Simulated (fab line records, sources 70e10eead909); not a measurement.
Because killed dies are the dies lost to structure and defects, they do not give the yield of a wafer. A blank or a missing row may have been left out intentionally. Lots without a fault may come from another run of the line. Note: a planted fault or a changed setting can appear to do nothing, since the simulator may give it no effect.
Commonality check across tools / flow nand-harc / 12 lots, 36 wafers sampled

## WHY THIS WAS OPENED
Flagged at NHARC_P_STI_INSPECT_11: reading raw-defect-count, on 1 of 12 lots. Wafers without a fault read 5.2, standard deviation 2.7.
Rule: flag the lot when none of its wafers has a number, or when each of its wafers that has one lies beyond 4 standard deviations from that mean. The other lots count as sound.

lot=L506; measured=day 3 07:41; on=defect-inspect-01; raw-defect-count, wafer by wafer=3 5 2; flag=
lot=L507; measured=day 3 16:33; on=defect-inspect-02; raw-defect-count, wafer by wafer=6 5 7; flag=
lot=L510; measured=day 4 21:41; on=defect-inspect-02; raw-defect-count, wafer by wafer=5 1 5; flag=
lot=L511; measured=day 5 08:10; on=defect-inspect-02; raw-defect-count, wafer by wafer=7 8 4; flag=
lot=L512; measured=day 5 17:08; on=defect-inspect-02; raw-defect-count, wafer by wafer=9 7 5; flag=
lot=L513; measured=day 6 05:01; on=defect-inspect-02; raw-defect-count, wafer by wafer=6 2 9; flag=
lot=L519; measured=day 8 15:20; on=defect-inspect-01; raw-defect-count, wafer by wafer=22 23 20; flag=FLAGGED
lot=L520; measured=day 9 02:17; on=defect-inspect-02; raw-defect-count, wafer by wafer=6 4 9; flag=
lot=L525; measured=day 11 06:38; on=defect-inspect-02; raw-defect-count, wafer by wafer=4 3 2; flag=
lot=L526; measured=day 11 16:41; on=defect-inspect-02; raw-defect-count, wafer by wafer=6 9 6; flag=
lot=L527; measured=day 12 04:51; on=defect-inspect-01; raw-defect-count, wafer by wafer=7 5 3; flag=
lot=L528; measured=day 12 09:05; on=defect-inspect-02; raw-defect-count, wafer by wafer=12 10 8; flag=
Average over the flagged lots: 21.7; offset from the usual +16.5, equal to +6 standard deviations.

## LOT BY LOT: THE TOOL USED
The record holds 3 process steps before the reading, out of a route of 1302 steps. Read each cell as the tool, then ch plus the chambers that the sampled wafers visited, then the start.
lot=L506; flag=; NHARC_P_ZERO_WELL_ETCH_62=rie-diel-04 ch 1,2,3, day 2 08:56 or earlier; NHARC_P_ZERO_WELL_DESCUM_26=rie-diel-04 ch 0,1,2, day 2 08:56; NHARC_P_STI_HM_DEP_30=lpcvd-02 ch 0, day 3 03:27
lot=L507; flag=; NHARC_P_ZERO_WELL_ETCH_62=rie-diel-04 ch 0,1,3, day 2 18:38 or earlier; NHARC_P_ZERO_WELL_DESCUM_26=rie-diel-12 ch 0,2,3, day 2 18:38; NHARC_P_STI_HM_DEP_30=lpcvd-01 ch 0, day 3 12:22
lot=L510; flag=; NHARC_P_ZERO_WELL_ETCH_62=rie-diel-12 ch 0,1,2, day 4 00:54 or earlier; NHARC_P_ZERO_WELL_DESCUM_26=rie-diel-04 ch 2,3, day 4 00:54; NHARC_P_STI_HM_DEP_30=lpcvd-01 ch 1, day 4 17:30
lot=L511; flag=; NHARC_P_ZERO_WELL_ETCH_62=rie-diel-04 ch 0,2, day 4 10:38 or earlier; NHARC_P_ZERO_WELL_DESCUM_26=rie-diel-04 ch 0,1,2, day 4 10:38; NHARC_P_STI_HM_DEP_30=lpcvd-02 ch 1, day 5 04:03
lot=L512; flag=; NHARC_P_ZERO_WELL_ETCH_62=rie-diel-04 ch 0,2,3, day 4 20:32 or earlier; NHARC_P_ZERO_WELL_DESCUM_26=rie-diel-04 ch 0,1,2, day 4 20:32; NHARC_P_STI_HM_DEP_30=lpcvd-01 ch 1, day 5 12:55
lot=L513; flag=; NHARC_P_ZERO_WELL_ETCH_62=rie-diel-12 ch 0,1,3, day 5 06:45 or earlier; NHARC_P_ZERO_WELL_DESCUM_26=rie-diel-04 ch 0,1,3, day 5 06:45; NHARC_P_STI_HM_DEP_30=lpcvd-02 ch 0, day 5 23:16
lot=L519; flag=FLAGGED; NHARC_P_ZERO_WELL_ETCH_62=rie-diel-05 ch 0,2, day 7 18:51 or earlier; NHARC_P_ZERO_WELL_DESCUM_26=rie-diel-12 ch 1,2,3, day 7 18:51; NHARC_P_STI_HM_DEP_30=lpcvd-01 ch 0, day 8 11:06
lot=L520; flag=; NHARC_P_ZERO_WELL_ETCH_62=rie-diel-04 ch 0,2,3, day 8 04:35 or earlier; NHARC_P_ZERO_WELL_DESCUM_26=rie-diel-04 ch 1,2,3, day 8 04:35; NHARC_P_STI_HM_DEP_30=lpcvd-02 ch 0, day 8 22:09
lot=L525; flag=; NHARC_P_ZERO_WELL_ETCH_62=rie-diel-04 ch 0,2,3, day 10 06:53 or earlier; NHARC_P_ZERO_WELL_DESCUM_26=rie-diel-05 ch 0,2,3, day 10 06:53; NHARC_P_STI_HM_DEP_30=lpcvd-02 ch 0, day 11 02:26
lot=L526; flag=; NHARC_P_ZERO_WELL_ETCH_62=rie-diel-04 ch 0,2,3, day 10 17:08 or earlier; NHARC_P_ZERO_WELL_DESCUM_26=rie-diel-12 ch 1,2, day 10 17:08; NHARC_P_STI_HM_DEP_30=lpcvd-01 ch 1, day 11 12:36
lot=L527; flag=; NHARC_P_ZERO_WELL_ETCH_62=rie-diel-05 ch 0,1, day 11 02:47 or earlier; NHARC_P_ZERO_WELL_DESCUM_26=rie-diel-12 ch 1,2,3, day 11 02:47; NHARC_P_STI_HM_DEP_30=lpcvd-01 ch 1, day 12 00:43
lot=L528; flag=; NHARC_P_ZERO_WELL_ETCH_62=rie-diel-12 ch 0,2,3, day 11 12:46 or earlier; NHARC_P_ZERO_WELL_DESCUM_26=rie-diel-05 ch 0,1, day 11 12:46; NHARC_P_STI_HM_DEP_30=lpcvd-01 ch 1, day 12 04:52
These steps, and what they do:
- NHARC_P_ZERO_WELL_ETCH_62: etches the open film in CHF3/Ar, target depth 13 nm, time 6.5 s.
- NHARC_P_ZERO_WELL_DESCUM_26: chemistry O2, time 3 s.
- NHARC_P_STI_HM_DEP_30: deposits Si3N4, target thk 80 nm, time 873 s.
- NHARC_P_STI_INSPECT_11

## FLAGGED AGAINST TOTAL, ONE TOOL AT A TIME (gauges that did the reading follow at the end)
step=NHARC_P_ZERO_WELL_ETCH_62; tool=rie-diel-04; lots run=7; flagged=0; share of the flagged lots=none; sound lots run after its first flagged lot=-
step=NHARC_P_ZERO_WELL_ETCH_62; tool=rie-diel-05; lots run=2; flagged=1; share of the flagged lots=all; sound lots run after its first flagged lot=1 (L527)
step=NHARC_P_ZERO_WELL_ETCH_62; tool=rie-diel-12; lots run=3; flagged=0; share of the flagged lots=none; sound lots run after its first flagged lot=-
step=NHARC_P_ZERO_WELL_DESCUM_26; tool=rie-diel-04; lots run=6; flagged=0; share of the flagged lots=none; sound lots run after its first flagged lot=-
step=NHARC_P_ZERO_WELL_DESCUM_26; tool=rie-diel-05; lots run=2; flagged=0; share of the flagged lots=none; sound lots run after its first flagged lot=-
step=NHARC_P_ZERO_WELL_DESCUM_26; tool=rie-diel-12; lots run=4; flagged=1; share of the flagged lots=all; sound lots run after its first flagged lot=2 (L526,L527)
step=NHARC_P_STI_HM_DEP_30; tool=lpcvd-01; lots run=7; flagged=1; share of the flagged lots=all; sound lots run after its first flagged lot=3 (L526,L527,L528)
step=NHARC_P_STI_HM_DEP_30; tool=lpcvd-02; lots run=5; flagged=0; share of the flagged lots=none; sound lots run after its first flagged lot=-
step=NHARC_P_STI_INSPECT_11; tool=defect-inspect-01; lots run=3; flagged=1; share of the flagged lots=all; sound lots run after its first flagged lot=1 (L527)
step=NHARC_P_STI_INSPECT_11; tool=defect-inspect-02; lots run=9; flagged=0; share of the flagged lots=none; sound lots run after its first flagged lot=-
NHARC_P_ZERO_WELL_ETCH_62 gives no start for some lots, so the hours and the order of its lots are those of NHARC_P_ZERO_WELL_DESCUM_26.

## WHAT IS ALLOWED BY THE TABLE
4 rows of the table ran every flagged lot: rie-diel-05 at NHARC_P_ZERO_WELL_ETCH_62, rie-diel-12 at NHARC_P_ZERO_WELL_DESCUM_26, lpcvd-01 at NHARC_P_STI_HM_DEP_30, defect-inspect-01 at NHARC_P_STI_INSPECT_11.
- rie-diel-05 at NHARC_P_ZERO_WELL_ETCH_62: 1 of its 2 lots flagged. Sound lots ran on it after the first flagged one (L527), which a lasting fault on the whole tool wouldn't allow.
- rie-diel-12 at NHARC_P_ZERO_WELL_DESCUM_26: 1 of its 4 lots flagged. Sound lots ran on it after the first flagged one (L526, L527), which a lasting fault on the whole tool wouldn't allow.
- lpcvd-01 at NHARC_P_STI_HM_DEP_30: 1 of its 7 lots flagged. Sound lots ran on it after the first flagged one (L526, L527, L528), which a lasting fault on the whole tool wouldn't allow.
- defect-inspect-01 at NHARC_P_STI_INSPECT_11: 1 of its 3 lots flagged. Sound lots ran on it after the first flagged one (L527), which a lasting fault on the whole tool wouldn't allow.
Every row of the table either missed a flagged lot or ran a sound lot after the first.

## WHAT THE SIMULATOR PUT IN
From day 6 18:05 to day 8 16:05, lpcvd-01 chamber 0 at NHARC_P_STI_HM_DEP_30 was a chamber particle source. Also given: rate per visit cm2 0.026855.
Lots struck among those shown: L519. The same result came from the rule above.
